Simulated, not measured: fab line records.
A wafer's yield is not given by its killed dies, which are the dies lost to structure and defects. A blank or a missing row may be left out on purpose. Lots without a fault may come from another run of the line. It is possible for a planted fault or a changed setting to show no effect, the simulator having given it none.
Chamber matching :: flow n5-finfet :: N5_BEOL_M9_CURE_71 on uv-cure-01: 3 sister chambers
The step cures SiCOH lowk, time 240 s. 22 wafers are shown with their chamber, then 11 later ones without.

WAFERS WITH THEIR CHAMBER
wafer: L074.1
chamber: 1
wafer_temp_C_max: 388.8
lamp-power-pct (%): 52.31

wafer: L074.2
chamber: 1
wafer_temp_C_max: 388.3
lamp-power-pct (%): 52.27

wafer: L074.3
chamber: 1
wafer_temp_C_max: 387.1
lamp-power-pct (%): 52.31

wafer: L074.4
chamber: 1
wafer_temp_C_max: 387.1
lamp-power-pct (%): 52.32

wafer: L074.5
chamber: 1
wafer_temp_C_max: 387.5
lamp-power-pct (%): 52.35

wafer: L074.6
chamber: 1
wafer_temp_C_max: 387.3
lamp-power-pct (%): 52.33

wafer: L075.1
chamber: 2
wafer_temp_C_max: 386.0
lamp-power-pct (%): 52.30

wafer: L075.4
chamber: 2
wafer_temp_C_max: 385.9
lamp-power-pct (%): 52.38

wafer: L075.5
chamber: 2
wafer_temp_C_max: 386.1
lamp-power-pct (%): 52.37

wafer: L077.1
chamber: 2
wafer_temp_C_max: 386.2
lamp-power-pct (%): 52.36

wafer: L077.4
chamber: 2
wafer_temp_C_max: 386.2
lamp-power-pct (%): 52.21

wafer: L077.5
chamber: 2
wafer_temp_C_max: 386.8
lamp-power-pct (%): 52.26

wafer: L077.2
chamber: 2
wafer_temp_C_max: 386.4
lamp-power-pct (%): 52.27

wafer: L077.3
chamber: 2
wafer_temp_C_max: 386.8
lamp-power-pct (%): 52.29

wafer: L077.6
chamber: 2
wafer_temp_C_max: 386.7
lamp-power-pct (%): 52.30

wafer: L085.1
chamber: 0
wafer_temp_C_max: 386.3
lamp-power-pct (%): 52.31

wafer: L085.2
chamber: 0
wafer_temp_C_max: 386.5
lamp-power-pct (%): 52.30

wafer: L085.6
chamber: 0
wafer_temp_C_max: 386.3
lamp-power-pct (%): 52.23

wafer: L092.1
chamber: 1
wafer_temp_C_max: 388.2
lamp-power-pct (%): 52.39

wafer: L092.3
chamber: 1
wafer_temp_C_max: 387.3
lamp-power-pct (%): 52.30

wafer: L092.5
chamber: 1
wafer_temp_C_max: 389.2
lamp-power-pct (%): 52.30

wafer: L091.1
chamber: 0
wafer_temp_C_max: 387.4
lamp-power-pct (%): 52.33

SIGNATURES (means of the wafers above)
reading: wafer_temp_C_max
chamber 0: 386.625
chamber 1: 387.867
chamber 2: 386.344
scatter within a chamber: 0.593

reading: lamp-power-pct
chamber 0: 52.2925
chamber 1: 52.3200
chamber 2: 52.3044
scatter within a chamber: 0.0462
Rule: for a wafer and a chamber, the distance is found by dividing, reading by reading, the gap between the wafer's reading and the chamber's mean by the reading's scatter, squaring, summing and taking the root. The wafer belongs to the nearest chamber; if the next one is less than 2 further off, it can't be placed. The scatter is the square root of a quotient: the sum, over the shown wafers, of each reading's squared deviation from its chamber's mean, divided by wafers minus chambers.

WAFERS WHOSE CHAMBER IS MISSING
wafer: L091.2
wafer_temp_C_max: 386.9
lamp-power-pct (%): 52.31

wafer: L091.6
wafer_temp_C_max: 386.4
lamp-power-pct (%): 52.28

wafer: L091.3
wafer_temp_C_max: 386.4
lamp-power-pct (%): 52.32

wafer: L091.4
wafer_temp_C_max: 386.9
lamp-power-pct (%): 52.40

wafer: L091.5
wafer_temp_C_max: 386.8
lamp-power-pct (%): 52.34

wafer: L093.3
wafer_temp_C_max: 386.8
lamp-power-pct (%): 52.30

wafer: L093.5
wafer_temp_C_max: 387.2
lamp-power-pct (%): 52.29

wafer: L093.6
wafer_temp_C_max: 386.7
lamp-power-pct (%): 52.28

wafer: L096.1
wafer_temp_C_max: 386.9
lamp-power-pct (%): 52.32

wafer: L096.2
wafer_temp_C_max: 387.9
lamp-power-pct (%): 52.36

wafer: L096.3
wafer_temp_C_max: 387.4
lamp-power-pct (%): 52.31

EACH ONE'S CHAMBER
wafer: L091.2
from the rows above: can't be placed: 0 or 2 or 1
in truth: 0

wafer: L091.6
from the rows above: can't be placed: 0 or 2
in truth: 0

wafer: L091.3
from the rows above: can't be placed: 2 or 0
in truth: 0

wafer: L091.4
from the rows above: can't be placed: 2 or 0 or 1
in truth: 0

wafer: L091.5
from the rows above: can't be placed: 0 or 2 or 1
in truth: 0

wafer: L093.3
from the rows above: can't be placed: 0 or 2 or 1
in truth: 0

wafer: L093.5
from the rows above: can't be placed: 0 or 1 or 2
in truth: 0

wafer: L093.6
from the rows above: can't be placed: 0 or 2 or 1
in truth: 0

wafer: L096.1
from the rows above: can't be placed: 0 or 2 or 1
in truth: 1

wafer: L096.2
from the rows above: can't be placed: 1 or 0
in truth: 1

wafer: L096.3
from the rows above: can't be placed: 1 or 0 or 2
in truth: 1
0 of 11 placed correctly. These rows do not allow placing 11 (true chamber among the candidates in 11). 0 placed wrongly.
